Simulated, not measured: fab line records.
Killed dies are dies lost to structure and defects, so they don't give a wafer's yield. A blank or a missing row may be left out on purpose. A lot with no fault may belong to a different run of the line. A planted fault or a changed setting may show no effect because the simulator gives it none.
Which tool is to blame? ; flow nand harc ; 36 wafers from 12 lots sampled at 4 of the route's 1302 steps

## WHAT THE GAUGES SHOWED, per wafer
NHARC_P_START_INSPECT_01.
lot;measured;on;raw defect count
L377;day 1 20:03;defect inspect-01;2 6 8
L379;day 2 16:02;defect inspect-01;1 2 3
L383;day 4 08:02;defect inspect-01;2 1 3
L384;day 4 18:02;defect inspect-02;2 2 3
L386;day 5 14:02;defect inspect-02;5 2 6
L388;day 6 10:02;defect inspect-01;3 4 4
L392;day 8 02:02;defect inspect-02;7 8 3
L396;day 9 18:02;defect inspect-01;4 4 4
L397;day 10 04:02;defect inspect-02;8 8 7
L398;day 10 14:02;defect inspect-01;4 6 4
L399;day 11 00:03;defect inspect-02;2 4 3
L400;day 11 10:02;defect inspect-02;4 4 1

NHARC_P_ZERO_WELL_CD_MEAS_37: the cd target is 720 nm.
lot;measured;on;cd nm (nm)
L377;day 2 00:12;cd sem-01;719.7 720.4 721.1
L379;day 2 20:19;cd sem-01;718.3 719.1 716.7
L383;day 4 14:57;cd sem-03;720.3 719.0 718.7
L384;day 4 22:00;cd sem-01;721.2 719.8 716.9
L386;day 5 18:25;cd sem-03;721.3 720.3 720.9
L388;day 6 14:16;cd sem-01;689.6 689.4 691.4
L392;day 8 06:14;cd sem-01;723.5 720.9 721.0
L396;day 9 22:07;cd sem-01;721.7 721.6 722.4
L397;day 10 08:20;cd sem-02;717.8 717.8 717.7
L398;day 10 18:50;cd sem-01;720.8 721.2 720.0
L399;day 11 04:07;cd sem-03;721.9 722.4 720.3
L400;day 11 14:10;cd sem-02;720.0 722.0 721.6

## TOOL THAT RAN EACH LOT (tool first, then ch and the chambers of the sampled wafers, then the start)
lot;NHARC_P_ZERO_WELL_ETCH_62;NHARC_P_ZERO_WELL_EXPOSE_34
L377;rie diel-02 ch 2,3, day 2 00:03 or earlier;krf scanner-04 ch 0, day 2 00:03
L379;rie diel-11 ch 1,3, day 2 20:09 or earlier;krf scanner-02 ch 0, day 2 20:09
L383;rie diel-10 ch 0,2,3, day 4 14:47 or earlier;krf scanner-03 ch 0, day 4 14:47
L384;rie diel-02 ch 0,2,3, day 4 21:50 or earlier;krf scanner-03 ch 0, day 4 21:50
L386;rie diel-11 ch 1,3, day 5 18:16 or earlier;krf scanner-03 ch 0, day 5 18:16
L388;rie diel-10 ch 0,2, day 6 14:06 or earlier;krf scanner-02 ch 0, day 6 14:06
L392;rie diel-11 ch 0,2,3, day 8 06:04 or earlier;krf scanner-02 ch 0, day 8 06:04
L396;rie diel-11 ch 0,2,3, day 9 21:58 or earlier;krf scanner-03 ch 0, day 9 21:58
L397;rie diel-10 ch 0,3, day 10 08:11 or earlier;krf scanner-04 ch 0, day 10 08:11
L398;rie diel-11 ch 1,2, day 10 18:41 or earlier;krf scanner-02 ch 0, day 10 18:41
L399;rie diel-11 ch 2,3, day 11 03:58 or earlier;krf scanner-04 ch 0, day 11 03:58
L400;rie diel-11 ch 0,2, day 11 14:01 or earlier;krf scanner-02 ch 0, day 11 14:01
- NHARC_P_ZERO_WELL_ETCH_62: etches the open film in CHF3/Ar, target depth 13 nm, time 6.5 s.
- NHARC_P_ZERO_WELL_EXPOSE_34: exposes mask P PWELL, target cd 720 nm.

## WHAT THE TOOLS THEMSELVES READ (means of the sampled wafers that have a number; where no wafer has one, the mark that the record gives instead)
NHARC_P_ZERO_WELL_ETCH_62.
lot;tool;drypump motor current A (A);oes product au (a.u.);rf vpp V (V);showerhead plenum p Torr (Torr);throttle valve pct (%)
L377;rie diel-02;5.6;0.930;371.8;2.41;20.220
L379;rie diel-11;5.9;0.959;369.0;2.32;20.217
L383;rie diel-10;5.8;0.947;372.0;2.39;20.211
L384;rie diel-02;5.8;0.970;371.1;2.36;20.222
L386;rie diel-11;6.0;0.931;369.7;2.32;20.213
L388;rie diel-10;5.4;0.968;370.4;2.38;20.207
L392;rie diel-11;5.9;0.975;370.6;2.32;20.214
L396;rie diel-11;5.9;0.931;370.0;2.31;20.208
L397;rie diel-10;6.3;0.959;373.8;2.46;20.224
L398;rie diel-11;5.9;0.959;369.1;2.27;20.218
L399;rie diel-11;6.2;0.953;367.9;2.23;20.214
L400;rie diel-11;5.8;0.943;369.5;2.29;20.222

NHARC_P_ZERO_WELL_EXPOSE_34.
lot;tool;focus offset nm (nm)
L377;krf scanner-04;0.4
L379;krf scanner-02;0.4
L383;krf scanner-03;0.3
L384;krf scanner-03;-0.4
L386;krf scanner-03;0.8
L388;krf scanner-02;0.1
L392;krf scanner-02;0.0
L396;krf scanner-03;0.1
L397;krf scanner-04;0.3
L398;krf scanner-02;0.5
L399;krf scanner-04;1.0
L400;krf scanner-02;0.1

## THE ANSWER, worked out from the rows above alone
Rule: what is usual is taken from the lots themselves. The widest of any qualifying gaps counts: lots, ordered by their means at a reading, are off when they make up no more than a third of the lots, leave a main group of 4 or more, and stand apart from it by 3 or more times the standard deviation of that group's means. A main group is skipped when, at the precision printed for the reading in the tables above, its means are all equal. Also off: a lot with no number at a reading for which 4 or more lots have one. Any other lot the step has rows for is counted as sound. Order of review: gauges by route order, followed by the tools' own readings, for which a lot's mean as printed above is used. The first step at which some lot is off is used, and at that step the reading that is off furthest; a lot without a number counts as furthest.
Off: L388, at NHARC_P_ZERO_WELL_CD_MEAS_37 (cd nm). Main group: mean 720.3 nm, sd 1.4.
If a tool, at a process step before that reading, ran all the lots that are off and no sound lot after the first of them, it fits. The gauges at NHARC_P_ZERO_WELL_CD_MEAS_37 are tried like those tools. With no start given for some of its lots, NHARC_P_ZERO_WELL_ETCH_62 uses the hours and lot order of NHARC_P_ZERO_WELL_EXPOSE_34. Of those tried, none fits.

## WHAT WAS PUT IN BY THE SIMULATOR
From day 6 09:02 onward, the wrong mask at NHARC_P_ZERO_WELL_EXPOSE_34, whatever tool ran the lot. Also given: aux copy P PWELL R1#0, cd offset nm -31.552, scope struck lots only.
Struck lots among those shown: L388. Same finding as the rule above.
